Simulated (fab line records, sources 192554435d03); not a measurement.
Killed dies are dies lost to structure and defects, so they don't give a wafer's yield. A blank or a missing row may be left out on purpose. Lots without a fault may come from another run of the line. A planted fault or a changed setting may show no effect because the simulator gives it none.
Chamber matching | flow n5_finfet | N5_WELL_APT_DESCUM_13 on rie_diel-05: 4 sister chambers
The step chemistry O2, time 7.9 s. 8 wafers are shown with their chamber, then 7 later ones without.

WAFERS WITH THEIR CHAMBER
wafer  | chamber | drypump_motor_current_A (A) | throttle_valve_pct (%)
L074.1 | 3       | 5.8                         | 20.76
L076.3 | 1       | 5.5                         | 20.56
L076.5 | 1       | 5.4                         | 20.57
L088.1 | 2       | 6.5                         | 20.21
L088.3 | 3       | 5.7                         | 20.79
L088.4 | 0       | 5.5                         | 20.24
L091.2 | 0       | 5.4                         | 20.23
L091.4 | 2       | 6.4                         | 20.21

WAFERS WITHOUT THEIR CHAMBER
wafer  | drypump_motor_current_A (A) | throttle_valve_pct (%)
L091.5 | 6.5                         | 20.20
L094.2 | 5.4                         | 20.63
L094.3 | 6.4                         | 20.23
L094.6 | 5.4                         | 20.25
L095.1 | 5.5                         | 20.64
L095.3 | 5.5                         | 20.26
L095.5 | 5.5                         | 20.64

WHICH CHAMBER EACH WENT THROUGH
wafer  | from the rows above | in truth
L091.5 | 2                   | 2
L094.2 | 1                   | 1
L094.3 | 2                   | 2
L094.6 | 0                   | 0
L095.1 | 1                   | 1
L095.3 | 0                   | 0
L095.5 | 1                   | 1
Placed correctly: 7 of 7. Can't be placed from these rows: 0. Placed wrongly: 0.
How it was worked out, from the rows above alone: a wafer's distance from a chamber is the root of the sum, over the readings, of the square of ((its reading less the chamber's mean) divided by the reading's scatter). The wafer belongs to the nearest chamber; if the next one is less than 2 further off, it can't be placed. A chamber's mean is the mean of its shown wafers. The scatter: the root of (the sum of the squares of (reading less its chamber's mean) over the shown wafers, divided by (wafers less chambers)).
